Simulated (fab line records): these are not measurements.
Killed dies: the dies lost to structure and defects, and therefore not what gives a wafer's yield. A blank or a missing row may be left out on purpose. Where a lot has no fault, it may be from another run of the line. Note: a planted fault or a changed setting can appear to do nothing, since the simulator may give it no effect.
fab line records | flow n5-finfet | part 2 of 2: steps 18 to 28 of 28
record lots=5 wafers=15 last-day=17
route steps=1938 shown BEOL_M1@758
lots with no fault: from the same line, run without faults
start-h: the number of hours between the record's first day and the start of the first shown wafer of the lot | wait-h: hours from the lot's prior step to this one | " same as the row above | L1.1+2: a row that stands for several wafers | - either no value or no given start | * or withheld: withheld | < > ~ a bound
route shown NAME@n: NAME is a module with steps in the file, n the number in the route of the first one | usual: the fault-free wafers' mean and standard deviation | same: alike in all rows | chamber/n: place in a boat | sites: the reading at each site | _std_site: standard deviation of those values | _edge_site: the outer-site mean with the inner-site mean subtracted | radius-mm: how far each site lies from the wafer's centre | mask NAME#n: copy n | behind: the most recent tool/chamber to have shaped the wafer | hold: why the lot was held/for how many hours/how that ended | device: transistor that didn't switch, given as n, p or np | end of line: tests run on the same wafers once the route is complete | a step without rows: its recipe alone | killed: dies lost to structure and defects at the first sort, not the wafer's yield | map: per-die view of a wafer (x killed, . not killed, _ where there is no die)
set.NAME: setting as actually run; set.NAME@STEP: the setting as run at that earlier step | model.NAME: the simulator's own value behind a step, which no gauge read
lots at some steps of the route; a table a step, a row a wafer
services: a tool's chamber out of use, with start hour (start-h, from the record's first day; less than 0 if before it), hours out, and reason
## steps
# step N5_BEOL_M1_STRIP_19
# recipe chemistry=O2 power-w=400 temp-c=40 pressure-mtorr=30 rf-frequency-hz=6e+07 bias-power-w=0 overash-fraction=0.2 o2-flow-sccm=225
# usual drypump-motor-current-A=5.8/0.59 oes-product-au=0.79/0.1 rf-vpp-V=3.7/0.46 showerhead-plenum-p-Torr=2.11/0.086 throttle-valve-pct=16.64/0.2
# columns lot.wafer tool chamber start-h wait-h drypump-motor-current-A oes-product-au rf-hours-counter-h rf-vpp-V showerhead-plenum-p-Torr throttle-valve-pct
L077.2 rie-diel-03 1 141.81 0.1 6.1 0.74 132 3.8 2.20 16.80
L077.4 " 2 " " 5.5 0.73 - 2.9 2.08 16.73
L077.5 " 0 " " 5.1 0.75 - 3.0 2.02 16.55
L079.2 rie-diel-01 0 153.32 0.1 5.9 0.96 12 4.0 2.23 16.36
L079.3 " 3 " " 6.2 0.78 98 3.2 2.02 16.45
L079.5 " 2 " " 6.6 0.67 - 3.6 2.07 17.08
L087.3 rie-diel-03 2 210.92 0.1 5.5 0.72 195 4.0 2.08 16.78
L087.4 " 3 " " 6.4 0.90 20 3.8 2.24 16.37
L087.5 " 0 " " 5.1 0.73 - 3.4 2.01 16.58
L090.1 rie-diel-03 3 219.62 0.2 6.4 0.89 23 3.4 2.24 16.36
L090.2 " 1 " " 6.1 0.72 153 3.5 2.19 16.84
L090.6 " 2 " " 5.4 0.72 - 4.2 2.07 16.79
L096.1 rie-diel-04 3 262.35 0.1 6.8 0.66 240 3.9 1.98 16.59
L096.2 " 0 " " 5.4 0.74 186 3.6 2.17 16.83
L096.6 " 3 " " 6.8 0.67 - 3.4 1.98 16.59
# step N5_BEOL_M1_CD_MEAS_18
# recipe pitch-nm=36 target-cd-nm=18
# usual cd-nm=18.06/0.29
# columns lot.wafer tool chamber start-h wait-h cd-nm
L077.2 cd-sem-02 - 141.89 0.1 17.92
L077.4 " - " " 18.67
L077.5 " - " " 18.08
L079.2 cd-sem-01 - 153.39 0.1 18.28
L079.3 " - " " 18.03
L079.5 " - " " 18.10
L087.3 cd-sem-01 - 211.00 0.1 18.03
L087.4 " - " " 17.64
L087.5 " - " " 18.42
L090.1 cd-sem-02 - 219.69 0.0 17.95
L090.2 " - " " 17.84
L090.6 " - " " 18.20
L096.1 cd-sem-03 - 262.42 0.0 18.00
L096.2 " - " " 17.91
L096.6 " - " " 17.89
# step N5_BEOL_M1_COAT_67
# recipe resist=SOC temp-c=250 time-s=60 spin-rpm=1500 resist-thk-nm=60
# usual exhaust-pa=45.0/0.8
# columns lot.wafer tool chamber start-h wait-h exhaust-pa
L077.2 litho-track-04 0 141.92 0.0 45.4
L077.4 " 0 " " 45.7
L077.5 " 0 " " 46.0
L079.2 litho-track-02 0 153.42 0.0 45.5
L079.3 " 0 " " 44.8
L079.5 " 0 " " 45.1
L087.3 litho-track-02 0 211.03 0.0 45.9
L087.4 " 0 " " 45.5
L087.5 " 0 " " 44.5
L090.1 litho-track-04 0 219.72 0.0 46.4
L090.2 " 0 " " 46.2
L090.6 " 0 " " 44.0
L096.1 litho-track-04 0 262.46 0.0 44.4
L096.2 " 0 " " 44.8
L096.6 " 0 " " 45.4
# step N5_BEOL_M1_COAT_68
# recipe resist=SiARC temp-c=220 time-s=60 spin-rpm=1500 resist-thk-nm=12
# usual exhaust-pa=45.0/0.91
# columns lot.wafer tool chamber start-h wait-h exhaust-pa
L077.2 litho-track-04 0 - - 45.5
L077.4 " 0 " " 46.5
L077.5 " 0 " " 45.9
L079.2 litho-track-02 0 - - 44.3
L079.3 " 0 " " 44.6
L079.5 " 0 " " 44.5
L087.3 litho-track-02 0 - - 45.3
L087.4 " 0 " " 45.4
L087.5 " 0 " " 44.7
L090.1 litho-track-04 0 - - 45.4
L090.2 " 0 " " 45.1
L090.6 " 0 " " 44.7
L096.1 litho-track-04 0 - - 45.0
L096.2 " 0 " " 43.2
L096.6 " 0 " " 44.3
# step N5_BEOL_M1_COAT_76
# recipe resist=underlayer temp-c=205 time-s=60 spin-rpm=1500 resist-thk-nm=5
# usual exhaust-pa=45.0/0.81
# columns lot.wafer tool chamber start-h wait-h exhaust-pa
L077.2 litho-track-04 0 - - 44.5
L077.4 " 0 " " 44.8
L077.5 " 0 " " 45.9
L079.2 litho-track-02 0 - - 44.1
L079.3 " 0 " " 44.9
L079.5 " 0 " " 43.6
L087.3 litho-track-02 0 - - 43.7
L087.4 " 0 " " 43.7
L087.5 " 0 " " 44.0
L090.1 litho-track-04 0 - - 46.4
L090.2 " 0 " " 44.9
L090.6 " 0 " " 45.3
L096.1 litho-track-04 0 - - 44.1
L096.2 " 0 " " 45.7
L096.6 " 0 " " 45.3
# step N5_BEOL_M1_COAT_22
# recipe resist=CAR-EUV spin-rpm=1500 resist-thk-nm=30
# usual exhaust-pa=44.9/0.97
# columns lot.wafer tool chamber start-h wait-h exhaust-pa
L077.2 litho-track-04 0 - - 44.5
L077.4 " 0 " " 44.7
L077.5 " 0 " " 44.5
L079.2 litho-track-02 0 - - 43.3
L079.3 " 0 " " 44.5
L079.5 " 0 " " 46.0
L087.3 litho-track-02 0 - - 44.5
L087.4 " 0 " " 44.3
L087.5 " 0 " " 44.2
L090.1 litho-track-04 0 - - 45.2
L090.2 " 0 " " 45.1
L090.6 " 0 " " 43.0
L096.1 litho-track-04 0 - - 45.5
L096.2 " 0 " " 45.4
L096.6 " 0 " " 45.9
# step N5_BEOL_M1_EBR_24
# recipe solvent=PGMEA ebr-width-mm=1.5
# usual exhaust-pa=44.9/0.84
# columns lot.wafer tool chamber start-h wait-h exhaust-pa
L077.2 litho-track-04 0 - - 44.1
L077.4 " 0 " " 43.4
L077.5 " 0 " " 43.4
L079.2 litho-track-02 0 - - 44.5
L079.3 " 0 " " 45.3
L079.5 " 0 " " 44.3
L087.3 litho-track-02 0 - - 46.1
L087.4 " 0 " " 46.0
L087.5 " 0 " " 45.7
L090.1 litho-track-04 0 - - 44.3
L090.2 " 0 " " 43.8
L090.6 " 0 " " 44.8
L096.1 litho-track-04 0 - - 45.4
L096.2 " 0 " " 44.4
L096.6 " 0 " " 44.7
# step N5_BEOL_M1_SOFTBAKE_23
# recipe temp-c=110 time-s=60 resist=CAR-EUV
# usual exhaust-pa=45.0/0.83
# columns lot.wafer tool chamber start-h wait-h exhaust-pa
L077.2 litho-track-04 0 - - 43.6
L077.4 " 0 " " 43.5
L077.5 " 0 " " 42.5
L079.2 litho-track-02 0 - - 44.4
L079.3 " 0 " " 44.0
L079.5 " 0 " " 45.0
L087.3 litho-track-02 0 - - 45.7
L087.4 " 0 " " 45.5
L087.5 " 0 " " 45.7
L090.1 litho-track-04 0 - - 45.9
L090.2 " 0 " " 45.0
L090.6 " 0 " " 45.5
L096.1 litho-track-04 0 - - 45.4
L096.2 " 0 " " 44.6
L096.6 " 0 " " 45.7
# step N5_BEOL_M1_EXPOSE_25
# recipe mask-id=V0 na=0.33 source-shape=quasar sigma-inner=0.2 sigma-outer=0.8 polarization=unpolarized defocus-nm=5 target-cd-nm=24 dose-mj=63
# usual exposure-dose-mJ-cm2=62.99/0.056 stage-msd-nm=0.90/0.032
# same dipole-opening-deg=30 na=0.33
# columns lot.wafer tool chamber start-h wait-h mask exposure-dose-mJ-cm2 stage-msd-nm
L077.2 euv-scanner-02 0 142.07 - V0#0 62.96 0.87
L077.4 " 0 " " V0#0 63.03 0.88
L077.5 " 0 " " V0#0 63.12 0.87
L079.2 euv-scanner-02 0 153.57 - V0#0 62.96 0.88
L079.3 " 0 " " V0#0 62.95 0.87
L079.5 " 0 " " V0#0 62.95 0.87
L087.3 euv-scanner-01 0 211.19 - V0#0 62.97 0.94
L087.4 " 0 " " V0#0 62.97 0.94
L087.5 " 0 " " V0#0 62.94 0.94
L090.1 euv-scanner-02 0 219.98 - V0#0 63.08 0.87
L090.2 " 0 " " V0#0 63.05 0.87
L090.6 " 0 " " V0#0 62.95 0.87
L096.1 euv-scanner-01 0 262.59 - V0#0 62.98 0.93
L096.2 " 0 " " V0#0 63.03 0.92
L096.6 " 0 " " V0#0 63.08 0.93
# step N5_BEOL_M1_PEB_26
# recipe peb-temp-c=100 peb-time-s=60 resist=CAR-EUV
# usual exhaust-pa=44.9/0.79
# same peb-time-s=60
# columns lot.wafer tool chamber start-h wait-h exhaust-pa
L077.2 litho-track-02 0 142.14 0.1 44.7
L077.4 " 0 " " 44.0
L077.5 " 0 " " 44.9
L079.2 litho-track-01 0 153.64 0.1 45.5
L079.3 " 0 " " 45.4
L079.5 " 0 " " 43.2
L087.3 litho-track-01 0 211.25 0.1 45.0
L087.4 " 0 " " 45.5
L087.5 " 0 " " 44.9
L090.1 litho-track-04 0 220.06 0.1 44.6
L090.2 " 0 " " 44.3
L090.6 " 0 " " 44.6
L096.1 litho-track-04 0 262.67 0.1 46.4
L096.2 " 0 " " 45.7
L096.6 " 0 " " 45.7
# step N5_BEOL_M1_DEVELOP_27
# recipe develop-time-s=30 developer=TMAH resist=CAR-EUV rinse-liquid=surfactant-rinse dry=air-spin dev-temp-c=23
# usual developer-temp-C=23.00/0.088 exhaust-pa=44.8/0.87
# columns lot.wafer tool chamber start-h wait-h developer-temp-C exhaust-pa
L077.2 litho-track-02 0 - - 22.93 45.6
L077.4 " 0 " " 23.06 44.7
L077.5 " 0 " " 22.90 44.9
L079.2 litho-track-01 0 - - 23.11 43.3
L079.3 " 0 " " 23.17 45.3
L079.5 " 0 " " 23.13 45.4
L087.3 litho-track-01 0 - - 22.90 45.5
L087.4 " 0 " " 22.83 45.7
L087.5 " 0 " " 22.90 45.4
L090.1 litho-track-04 0 - - 22.94 46.0
L090.2 " 0 " " 22.89 44.7
L090.6 " 0 " " 22.98 46.7
L096.1 litho-track-04 0 - - 23.04 44.3
L096.2 " 0 " " 22.96 44.6
L096.6 " 0 " " 22.96 44.5
## services
# columns tool chamber start-h hours kind
rie-metal-02 0 119.16 12.5 repair
rie-diel-03 3 122.82 - clean
rie-diel-03 3 122.82 - consumable-replace:focus-ring
rie-diel-03 3 122.82 - consumable-replace:showerhead
rie-diel-03 3 122.82 24.2 scheduled-down
rie-diel-03 - 123.29 14.6 pm
rie-diel-04 2 124.85 24.6 repair
euv-scanner-01 - 127.41 1.0 pm
euv-scanner-01 - 130.37 4.6 pm
euv-scanner-01 - 136.30 2.4 repair
euv-scanner-02 - 144.20 1.0 pm
rie-diel-04 0 161.53 6.6 repair
rie-diel-03 1 175.27 12.3 repair
euv-scanner-01 - 183.56 1.0 pm
rie-diel-04 3 193.45 8.9 repair
euv-scanner-02 - 200.35 1.0 pm
rie-diel-04 - 211.67 2.8 pm
euv-scanner-01 - 211.95 6.2 pm
rie-diel-01 - 217.33 9.7 repair
rie-diel-04 - 217.33 2.1 repair
rie-diel-01 - 229.97 2.8 pm
rie-diel-04 1 239.23 6.4 repair
euv-scanner-01 - 239.71 1.0 pm
euv-scanner-02 - 256.50 1.0 pm
